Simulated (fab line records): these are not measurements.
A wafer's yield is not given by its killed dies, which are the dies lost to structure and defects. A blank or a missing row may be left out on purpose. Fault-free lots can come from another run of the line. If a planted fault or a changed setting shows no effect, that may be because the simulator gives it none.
fab line records / flow n5-finfet / part 2 of 2: steps 22 to 30 of 30
record: lots: 5 wafers: 15 last-day: 16
route steps=1938 shown BEOL_M2@869
lots that met no fault: taken from a fault-free run of the same line
start-h: start of the lot's first displayed wafer, in hours after the record's first day / wait-h: time in hours since the lot's previous step / " same as the row above / L1.1+2: one row covering several wafers at once / - no value present, or no start provided / * or withheld: withheld / < > ~ a bound
route shown NAME@n: NAME is a module with steps in the file, n the number in the route of the first one / usual: mean and standard deviation over wafers with no fault / same: alike in all rows / chamber/n: place in a boat / sites: each site's reading / _std_site: the values' standard deviation / _edge_site: the outer-site mean with the inner-site mean subtracted / radius-mm: how far each site lies from the wafer's centre / mask NAME#n: copy n / behind: tool/chamber where the wafer was last shaped / hold: the reason the lot was held/the length of the hold in hours/how it ended / device: the transistor (n, p or np) that didn't switch / end of line: tests of these same wafers at the route's end / for a step that has no rows: nothing shown but its recipe / killed: dies lost to structure and defects at the first sort, not the wafer's yield / map: per-die view of a wafer (x killed, . not killed, _ where there is no die)
set.NAME: the setting the step ran with; set.NAME@STEP: the setting that earlier step ran with / model.NAME: the simulator's own value behind a step, which no gauge read
a table for each step, a row for each wafer; lots at some steps of the route
services: when a tool's chamber went out of use (start-h, in hours from the record's first day, below 0 if earlier), for how many hours, and the reason
== steps ==
step: N5_BEOL_M2_TRENCH_ETCH_37
recipe: chemistry: C4F6/O2 target-depth-a: 555.55 target: SiOC time-s: 29.2 ion-energy-ev: 250 pressure-mtorr: 30 source-w: 355 bias-w: 185 Ar_flow_sccm: 300 C4F6_flow_sccm: 10 O2_flow_sccm: 10
usual: drypump-motor-current-A: 5.59/0.29 oes_ar_750_au: 0.79/0.08 oes_f_703_au: 0.79/0.082 oes-product-au: 0.79/0.086 rf-vpp-V: 664/20 showerhead-plenum-p-Torr: 2.80/0.078 throttle-valve-pct: 20.84/0.28
lot.wafer=L077.2 tool=rie-diel-03 chamber=3 start-h=- wait-h=- drypump-motor-current-A=5.92 oes_ar_750_au=0.73 oes_f_703_au=0.69 oes-product-au=0.73 rf-hours-counter-h=154 rf-vpp-V=652 showerhead-plenum-p-Torr=2.82 throttle-valve-pct=20.65
lot.wafer=L077.4 tool=rie-diel-03 chamber=0 start-h=- wait-h=- drypump-motor-current-A=5.11 oes_ar_750_au=0.70 oes_f_703_au=0.71 oes-product-au=0.69 rf-hours-counter-h=227 rf-vpp-V=676 showerhead-plenum-p-Torr=2.94 throttle-valve-pct=20.78
lot.wafer=L077.5 tool=rie-diel-03 chamber=3 start-h=- wait-h=- drypump-motor-current-A=5.92 oes_ar_750_au=0.73 oes_f_703_au=0.69 oes-product-au=0.74 rf-hours-counter-h=- rf-vpp-V=651 showerhead-plenum-p-Torr=2.82 throttle-valve-pct=20.65
lot.wafer=L084.2 tool=rie-diel-02 chamber=2 start-h=- wait-h=- drypump-motor-current-A=5.68 oes_ar_750_au=0.71 oes_f_703_au=0.71 oes-product-au=0.70 rf-hours-counter-h=223 rf-vpp-V=652 showerhead-plenum-p-Torr=2.78 throttle-valve-pct=20.93
lot.wafer=L084.4 tool=rie-diel-02 chamber=3 start-h=- wait-h=- drypump-motor-current-A=5.75 oes_ar_750_au=0.91 oes_f_703_au=0.90 oes-product-au=0.93 rf-hours-counter-h=18 rf-vpp-V=680 showerhead-plenum-p-Torr=2.79 throttle-valve-pct=20.78
lot.wafer=L084.5 tool=rie-diel-02 chamber=0 start-h=- wait-h=- drypump-motor-current-A=5.67 oes_ar_750_au=0.72 oes_f_703_au=0.72 oes-product-au=0.70 rf-hours-counter-h=- rf-vpp-V=624 showerhead-plenum-p-Torr=2.69 throttle-valve-pct=21.01
lot.wafer=L089.1 tool=rie-diel-06 chamber=1 start-h=- wait-h=- drypump-motor-current-A=5.43 oes_ar_750_au=0.89 oes_f_703_au=0.89 oes-product-au=0.87 rf-hours-counter-h=50 rf-vpp-V=661 showerhead-plenum-p-Torr=2.89 throttle-valve-pct=20.79
lot.wafer=L089.3 tool=rie-diel-06 chamber=0 start-h=- wait-h=- drypump-motor-current-A=6.03 oes_ar_750_au=0.84 oes_f_703_au=0.84 oes-product-au=0.84 rf-hours-counter-h=51 rf-vpp-V=665 showerhead-plenum-p-Torr=2.74 throttle-valve-pct=20.47
lot.wafer=L089.4 tool=rie-diel-06 chamber=3 start-h=- wait-h=- drypump-motor-current-A=5.94 oes_ar_750_au=0.69 oes_f_703_au=0.70 oes-product-au=0.68 rf-hours-counter-h=231 rf-vpp-V=638 showerhead-plenum-p-Torr=2.69 throttle-valve-pct=21.03
lot.wafer=L094.1 tool=rie-diel-06 chamber=0 start-h=- wait-h=- drypump-motor-current-A=6.07 oes_ar_750_au=0.83 oes_f_703_au=0.82 oes-product-au=0.83 rf-hours-counter-h=61 rf-vpp-V=664 showerhead-plenum-p-Torr=2.74 throttle-valve-pct=20.49
lot.wafer=L094.3 tool=rie-diel-06 chamber=1 start-h=- wait-h=- drypump-motor-current-A=5.40 oes_ar_750_au=0.87 oes_f_703_au=0.88 oes-product-au=0.85 rf-hours-counter-h=60 rf-vpp-V=661 showerhead-plenum-p-Torr=2.89 throttle-valve-pct=20.79
lot.wafer=L094.5 tool=rie-diel-06 chamber=0 start-h=- wait-h=- drypump-motor-current-A=6.09 oes_ar_750_au=0.82 oes_f_703_au=0.82 oes-product-au=0.83 rf-hours-counter-h=- rf-vpp-V=665 showerhead-plenum-p-Torr=2.74 throttle-valve-pct=20.46
lot.wafer=L095.3 tool=rie-diel-03 chamber=3 start-h=- wait-h=- drypump-motor-current-A=5.93 oes_ar_750_au=0.69 oes_f_703_au=0.66 oes-product-au=0.71 rf-hours-counter-h=199 rf-vpp-V=652 showerhead-plenum-p-Torr=2.80 throttle-valve-pct=20.75
lot.wafer=L095.5 tool=rie-diel-03 chamber=2 start-h=- wait-h=- drypump-motor-current-A=5.72 oes_ar_750_au=0.83 oes_f_703_au=0.79 oes-product-au=0.85 rf-hours-counter-h=- rf-vpp-V=691 showerhead-plenum-p-Torr=2.88 throttle-valve-pct=20.74
lot.wafer=L095.6 tool=rie-diel-03 chamber=1 start-h=- wait-h=- drypump-motor-current-A=5.22 oes_ar_750_au=0.77 oes_f_703_au=0.78 oes-product-au=0.76 rf-hours-counter-h=- rf-vpp-V=682 showerhead-plenum-p-Torr=2.71 throttle-valve-pct=20.67
step: N5_BEOL_M2_ETCH_41
recipe: chemistry: CH3F/O2 target: SiCN target-depth-a: 299 taper-deg: 2 time-s: 52.5 ion-energy-ev: 120 mask-material: TiN pressure-mtorr: 30 source-w: 395 bias-w: 75 Ar_flow_sccm: 150 CH3F_flow_sccm: 30 O2_flow_sccm: 20
usual: drypump-motor-current-A: 5.59/0.29 oes-product-au: 0.79/0.086 rf-vpp-V: 296.7/1.3 showerhead-plenum-p-Torr: 1.97/0.056 throttle-valve-pct: 16.31/0.25
lot.wafer=L077.2 tool=rie-diel-03 chamber=3 start-h=- wait-h=- drypump-motor-current-A=5.92 oes-product-au=0.73 rf-hours-counter-h=154 rf-vpp-V=297.9 showerhead-plenum-p-Torr=1.98 throttle-valve-pct=16.17
lot.wafer=L077.4 tool=rie-diel-03 chamber=0 start-h=- wait-h=- drypump-motor-current-A=5.09 oes-product-au=0.70 rf-hours-counter-h=227 rf-vpp-V=300.4 showerhead-plenum-p-Torr=2.06 throttle-valve-pct=16.27
lot.wafer=L077.5 tool=rie-diel-03 chamber=3 start-h=- wait-h=- drypump-motor-current-A=5.92 oes-product-au=0.73 rf-hours-counter-h=- rf-vpp-V=297.7 showerhead-plenum-p-Torr=1.98 throttle-valve-pct=16.18
lot.wafer=L084.2 tool=rie-diel-02 chamber=2 start-h=- wait-h=- drypump-motor-current-A=5.70 oes-product-au=0.69 rf-hours-counter-h=223 rf-vpp-V=296.0 showerhead-plenum-p-Torr=1.95 throttle-valve-pct=16.47
lot.wafer=L084.4 tool=rie-diel-02 chamber=3 start-h=- wait-h=- drypump-motor-current-A=5.75 oes-product-au=0.92 rf-hours-counter-h=18 rf-vpp-V=296.2 showerhead-plenum-p-Torr=1.96 throttle-valve-pct=16.17
lot.wafer=L084.5 tool=rie-diel-02 chamber=0 start-h=- wait-h=- drypump-motor-current-A=5.66 oes-product-au=0.70 rf-hours-counter-h=- rf-vpp-V=295.4 showerhead-plenum-p-Torr=1.88 throttle-valve-pct=16.51
lot.wafer=L089.1 tool=rie-diel-06 chamber=1 start-h=- wait-h=- drypump-motor-current-A=5.41 oes-product-au=0.87 rf-hours-counter-h=50 rf-vpp-V=297.1 showerhead-plenum-p-Torr=2.03 throttle-valve-pct=16.23
lot.wafer=L089.3 tool=rie-diel-06 chamber=0 start-h=- wait-h=- drypump-motor-current-A=6.02 oes-product-au=0.84 rf-hours-counter-h=51 rf-vpp-V=296.8 showerhead-plenum-p-Torr=1.93 throttle-valve-pct=16.01
lot.wafer=L089.4 tool=rie-diel-06 chamber=3 start-h=- wait-h=- drypump-motor-current-A=5.93 oes-product-au=0.68 rf-hours-counter-h=231 rf-vpp-V=295.3 showerhead-plenum-p-Torr=1.89 throttle-valve-pct=16.59
lot.wafer=L094.1 tool=rie-diel-06 chamber=0 start-h=- wait-h=- drypump-motor-current-A=6.02 oes-product-au=0.83 rf-hours-counter-h=62 rf-vpp-V=295.1 showerhead-plenum-p-Torr=1.93 throttle-valve-pct=16.05
lot.wafer=L094.3 tool=rie-diel-06 chamber=1 start-h=- wait-h=- drypump-motor-current-A=5.41 oes-product-au=0.86 rf-hours-counter-h=60 rf-vpp-V=298.5 showerhead-plenum-p-Torr=2.03 throttle-valve-pct=16.23
lot.wafer=L094.5 tool=rie-diel-06 chamber=0 start-h=- wait-h=- drypump-motor-current-A=6.06 oes-product-au=0.82 rf-hours-counter-h=- rf-vpp-V=295.7 showerhead-plenum-p-Torr=1.93 throttle-valve-pct=16.04
lot.wafer=L095.3 tool=rie-diel-03 chamber=3 start-h=- wait-h=- drypump-motor-current-A=5.89 oes-product-au=0.70 rf-hours-counter-h=199 rf-vpp-V=296.0 showerhead-plenum-p-Torr=1.97 throttle-valve-pct=16.28
lot.wafer=L095.5 tool=rie-diel-03 chamber=2 start-h=- wait-h=- drypump-motor-current-A=5.68 oes-product-au=0.84 rf-hours-counter-h=- rf-vpp-V=298.0 showerhead-plenum-p-Torr=2.03 throttle-valve-pct=16.18
lot.wafer=L095.6 tool=rie-diel-03 chamber=1 start-h=- wait-h=- drypump-motor-current-A=5.23 oes-product-au=0.77 rf-hours-counter-h=- rf-vpp-V=296.1 showerhead-plenum-p-Torr=1.91 throttle-valve-pct=16.20
step: N5_BEOL_M2_STRIP_97
recipe: chemistry: N2/H2 time-s: 10 power-w: 450 temp-c: 40 pressure-mtorr: 20 rf-frequency-hz: 6e+07 bias-power-w: 7 n2-flow-sccm: 200 h2-flow-sccm: 200
usual: drypump-motor-current-A: 5.59/0.29 oes-product-au: 0.79/0.086 rf-vpp-V: 59.0/0.95 showerhead-plenum-p-Torr: 2.50/0.068 throttle-valve-pct: 23.7/0.46
lot.wafer=L077.2 tool=rie-diel-03 chamber=3 start-h=- wait-h=- drypump-motor-current-A=5.87 oes-product-au=0.74 rf-hours-counter-h=154 rf-vpp-V=57.9 showerhead-plenum-p-Torr=2.53 throttle-valve-pct=23.5
lot.wafer=L077.4 tool=rie-diel-03 chamber=0 start-h=- wait-h=- drypump-motor-current-A=5.09 oes-product-au=0.70 rf-hours-counter-h=227 rf-vpp-V=59.8 showerhead-plenum-p-Torr=2.62 throttle-valve-pct=23.4
lot.wafer=L077.5 tool=rie-diel-03 chamber=3 start-h=- wait-h=- drypump-motor-current-A=5.89 oes-product-au=0.74 rf-hours-counter-h=- rf-vpp-V=60.1 showerhead-plenum-p-Torr=2.53 throttle-valve-pct=23.5
lot.wafer=L084.2 tool=rie-diel-02 chamber=2 start-h=- wait-h=- drypump-motor-current-A=5.72 oes-product-au=0.70 rf-hours-counter-h=223 rf-vpp-V=57.9 showerhead-plenum-p-Torr=2.50 throttle-valve-pct=24.2
lot.wafer=L084.4 tool=rie-diel-02 chamber=3 start-h=- wait-h=- drypump-motor-current-A=5.74 oes-product-au=0.91 rf-hours-counter-h=18 rf-vpp-V=58.0 showerhead-plenum-p-Torr=2.51 throttle-valve-pct=24.1
lot.wafer=L084.5 tool=rie-diel-02 chamber=0 start-h=- wait-h=- drypump-motor-current-A=5.68 oes-product-au=0.71 rf-hours-counter-h=- rf-vpp-V=60.0 showerhead-plenum-p-Torr=2.44 throttle-valve-pct=24.4
lot.wafer=L089.1 tool=rie-diel-06 chamber=1 start-h=- wait-h=- drypump-motor-current-A=5.42 oes-product-au=0.87 rf-hours-counter-h=50 rf-vpp-V=58.7 showerhead-plenum-p-Torr=2.59 throttle-valve-pct=23.5
lot.wafer=L089.3 tool=rie-diel-06 chamber=0 start-h=- wait-h=- drypump-motor-current-A=6.04 oes-product-au=0.83 rf-hours-counter-h=51 rf-vpp-V=58.1 showerhead-plenum-p-Torr=2.46 throttle-valve-pct=23.2
lot.wafer=L089.4 tool=rie-diel-06 chamber=3 start-h=- wait-h=- drypump-motor-current-A=5.93 oes-product-au=0.67 rf-hours-counter-h=231 rf-vpp-V=58.8 showerhead-plenum-p-Torr=2.39 throttle-valve-pct=23.6
lot.wafer=L094.1 tool=rie-diel-06 chamber=0 start-h=- wait-h=- drypump-motor-current-A=6.04 oes-product-au=0.83 rf-hours-counter-h=62 rf-vpp-V=59.0 showerhead-plenum-p-Torr=2.46 throttle-valve-pct=23.2
lot.wafer=L094.3 tool=rie-diel-06 chamber=1 start-h=- wait-h=- drypump-motor-current-A=5.43 oes-product-au=0.84 rf-hours-counter-h=60 rf-vpp-V=59.9 showerhead-plenum-p-Torr=2.58 throttle-valve-pct=23.5
lot.wafer=L094.5 tool=rie-diel-06 chamber=0 start-h=- wait-h=- drypump-motor-current-A=6.03 oes-product-au=0.83 rf-hours-counter-h=- rf-vpp-V=59.7 showerhead-plenum-p-Torr=2.46 throttle-valve-pct=23.2
lot.wafer=L095.3 tool=rie-diel-03 chamber=3 start-h=- wait-h=- drypump-motor-current-A=5.89 oes-product-au=0.72 rf-hours-counter-h=199 rf-vpp-V=59.8 showerhead-plenum-p-Torr=2.51 throttle-valve-pct=23.6
lot.wafer=L095.5 tool=rie-diel-03 chamber=2 start-h=- wait-h=- drypump-motor-current-A=5.71 oes-product-au=0.86 rf-hours-counter-h=- rf-vpp-V=59.4 showerhead-plenum-p-Torr=2.55 throttle-valve-pct=23.3
lot.wafer=L095.6 tool=rie-diel-03 chamber=1 start-h=- wait-h=- drypump-motor-current-A=5.23 oes-product-au=0.77 rf-hours-counter-h=- rf-vpp-V=58.3 showerhead-plenum-p-Torr=2.40 throttle-valve-pct=23.2
step: N5_BEOL_M2_OCD_MEAS_38
usual: trench-depth-nm: 54.9/1.3
lot.wafer=L077.2 tool=ocd-01 chamber=- start-h=149.84 wait-h=- trench-depth-nm=53.0
lot.wafer=L077.4 tool=ocd-01 chamber=- start-h=149.84 wait-h=- trench-depth-nm=55.6
lot.wafer=L077.5 tool=ocd-01 chamber=- start-h=149.84 wait-h=- trench-depth-nm=54.1
lot.wafer=L084.2 tool=ocd-02 chamber=- start-h=201.37 wait-h=- trench-depth-nm=54.6
lot.wafer=L084.4 tool=ocd-02 chamber=- start-h=201.37 wait-h=- trench-depth-nm=56.7
lot.wafer=L084.5 tool=ocd-02 chamber=- start-h=201.37 wait-h=- trench-depth-nm=52.9
lot.wafer=L089.1 tool=ocd-02 chamber=- start-h=228.76 wait-h=- trench-depth-nm=56.1
lot.wafer=L089.3 tool=ocd-02 chamber=- start-h=228.76 wait-h=- trench-depth-nm=53.6
lot.wafer=L089.4 tool=ocd-02 chamber=- start-h=228.76 wait-h=- trench-depth-nm=54.0
lot.wafer=L094.1 tool=ocd-02 chamber=- start-h=258.95 wait-h=- trench-depth-nm=54.3
lot.wafer=L094.3 tool=ocd-02 chamber=- start-h=258.95 wait-h=- trench-depth-nm=55.3
lot.wafer=L094.5 tool=ocd-02 chamber=- start-h=258.95 wait-h=- trench-depth-nm=53.9
lot.wafer=L095.3 tool=ocd-01 chamber=- start-h=265.09 wait-h=- trench-depth-nm=54.4
lot.wafer=L095.5 tool=ocd-01 chamber=- start-h=265.09 wait-h=- trench-depth-nm=54.3
lot.wafer=L095.6 tool=ocd-01 chamber=- start-h=265.09 wait-h=- trench-depth-nm=54.6
step: N5_BEOL_M2_HM_STRIP_39
recipe: chemistry: peroxide-tin-strip material: TiN target-depth-a: 250 temp-c: 50 time-s: 158
lot.wafer=L077.2+4+5 tool=wet-bench-01 chamber=4,3,2 start-h=149.87 wait-h=0.0
lot.wafer=L084.2+4+5 tool=wet-bench-02 chamber=2,5,4 start-h=201.41 wait-h=0.0
lot.wafer=L089.1+3+4 tool=wet-bench-01 chamber=1,4,2 start-h=228.80 wait-h=0.0
lot.wafer=L094.1+3+5 tool=wet-bench-02 chamber=4,3,7 start-h=258.98 wait-h=0.0
lot.wafer=L095.3+5+6 tool=wet-bench-05 chamber=1,7,0 start-h=265.12 wait-h=0.0
step: N5_BEOL_M2_SRD_40
recipe: time-s: 30 temp-c: 23 rinse-liquid: diw dry: ipa-marangoni
lot.wafer=L077.2+4+5 tool=wet-bench-01 chamber=4,3,2 start-h=149.92 wait-h=0.0
lot.wafer=L084.2+4+5 tool=wet-bench-02 chamber=2,5,4 start-h=201.45 wait-h=0.0
lot.wafer=L089.1+3+4 tool=wet-bench-01 chamber=1,4,2 start-h=228.84 wait-h=0.0
lot.wafer=L094.1+3+5 tool=wet-bench-02 chamber=4,3,7 start-h=259.03 wait-h=0.0
lot.wafer=L095.3+5+6 tool=wet-bench-05 chamber=1,7,0 start-h=265.16 wait-h=0.0
step: N5_BEOL_M2_PRECLEAN_42
recipe: chemistry: residue-remover time-s: 60 temp-c: 40
lot.wafer=L077.2+4+5 tool=wet-bench-01 chamber=4,3,2 start-h=149.93 wait-h=0.0
lot.wafer=L084.2+4+5 tool=wet-bench-02 chamber=2,5,4 start-h=201.47 wait-h=0.0
lot.wafer=L089.1+3+4 tool=wet-bench-01 chamber=1,4,2 start-h=228.86 wait-h=0.0
lot.wafer=L094.1+3+5 tool=wet-bench-02 chamber=4,3,7 start-h=259.04 wait-h=0.0
lot.wafer=L095.3+5+6 tool=wet-bench-05 chamber=1,7,0 start-h=265.18 wait-h=0.0
step: N5_BEOL_M2_SRD_43
recipe: time-s: 30 temp-c: 23 rinse-liquid: diw dry: ipa-marangoni
lot.wafer=L077.2+4+5 tool=wet-bench-01 chamber=4,3,2 start-h=149.95 wait-h=0.0
lot.wafer=L084.2+4+5 tool=wet-bench-02 chamber=2,5,4 start-h=201.49 wait-h=0.0
lot.wafer=L089.1+3+4 tool=wet-bench-01 chamber=1,4,2 start-h=228.88 wait-h=0.0
lot.wafer=L094.1+3+5 tool=wet-bench-02 chamber=4,3,7 start-h=259.06 wait-h=0.0
lot.wafer=L095.3+5+6 tool=wet-bench-05 chamber=1,7,0 start-h=265.20 wait-h=0.0
step: N5_BEOL_M2_CD_MEAS_35
recipe: target-cd-nm: 18 target-cd-y-nm: 22.2 polarity: opening
usual: cd-nm: 17.9/0.38
lot.wafer=L077.2 tool=cd-sem-03 chamber=- start-h=149.99 wait-h=0.0 cd-nm=18.1
lot.wafer=L077.4 tool=cd-sem-03 chamber=- start-h=149.99 wait-h=0.0 cd-nm=17.8
lot.wafer=L077.5 tool=cd-sem-03 chamber=- start-h=149.99 wait-h=0.0 cd-nm=18.0
lot.wafer=L084.2 tool=cd-sem-02 chamber=- start-h=201.53 wait-h=0.0 cd-nm=17.8
lot.wafer=L084.4 tool=cd-sem-02 chamber=- start-h=201.53 wait-h=0.0 cd-nm=18.4
lot.wafer=L084.5 tool=cd-sem-02 chamber=- start-h=201.53 wait-h=0.0 cd-nm=18.5
lot.wafer=L089.1 tool=cd-sem-01 chamber=- start-h=228.92 wait-h=0.0 cd-nm=18.1
lot.wafer=L089.3 tool=cd-sem-01 chamber=- start-h=228.92 wait-h=0.0 cd-nm=17.3
lot.wafer=L089.4 tool=cd-sem-01 chamber=- start-h=228.92 wait-h=0.0 cd-nm=17.7
lot.wafer=L094.1 tool=cd-sem-01 chamber=- start-h=259.10 wait-h=0.0 cd-nm=17.9
lot.wafer=L094.3 tool=cd-sem-01 chamber=- start-h=259.10 wait-h=0.0 cd-nm=17.5
lot.wafer=L094.5 tool=cd-sem-01 chamber=- start-h=259.10 wait-h=0.0 cd-nm=17.5
lot.wafer=L095.3 tool=cd-sem-03 chamber=- start-h=265.24 wait-h=0.0 cd-nm=18.3
lot.wafer=L095.5 tool=cd-sem-03 chamber=- start-h=265.24 wait-h=0.0 cd-nm=18.3
lot.wafer=L095.6 tool=cd-sem-03 chamber=- start-h=265.24 wait-h=0.0 cd-nm=18.7
== services ==
tool=euv-scanner-01 chamber=- start-h=133.86 hours=4.6 kind=pm
tool=rie-diel-06 chamber=3 start-h=143.16 hours=8.3 kind=repair
tool=euv-scanner-02 chamber=- start-h=143.66 hours=1.0 kind=pm
tool=wet-bench-02 chamber=- start-h=160.49 hours=4.4 kind=pm
tool=euv-scanner-01 chamber=- start-h=171.36 hours=1.0 kind=pm
tool=rie-diel-06 chamber=- start-h=174.34 hours=14.6 kind=pm
tool=ald-sin-03 chamber=- start-h=176.92 hours=14.0 kind=pm
tool=euv-scanner-01 chamber=- start-h=177.31 hours=8.6 kind=repair
tool=euv-scanner-02 chamber=- start-h=185.06 hours=0.1 kind=repair
tool=euv-scanner-01 chamber=- start-h=192.91 hours=0.1 kind=repair
tool=rie-diel-02 chamber=- start-h=198.01 hours=0.6 kind=repair
tool=euv-scanner-02 chamber=- start-h=199.81 hours=1.0 kind=pm
tool=rie-diel-02 chamber=1 start-h=204.08 hours=6.8 kind=repair
tool=ald-sin-01 chamber=- start-h=222.70 hours=1.0 kind=repair
tool=rie-diel-02 chamber=- start-h=223.96 hours=2.3 kind=repair
tool=euv-scanner-01 chamber=- start-h=227.51 hours=1.0 kind=pm
tool=rie-diel-03 chamber=2 start-h=228.06 hours=8.4 kind=repair
tool=rie-diel-06 chamber=2 start-h=235.93 hours=8.0 kind=repair
tool=euv-scanner-02 chamber=- start-h=238.49 hours=4.6 kind=pm
tool=ald-sin-01 chamber=- start-h=240.32 hours=6.0 kind=pm
tool=rie-diel-02 chamber=0 start-h=246.25 hours=4.4 kind=repair
tool=ald-sin-01 chamber=3 start-h=247.66 hours=6.7 kind=repair
tool=rie-diel-06 chamber=3 start-h=253.06 hours=2.6 kind=repair
tool=euv-scanner-02 chamber=- start-h=255.96 hours=1.0 kind=pm
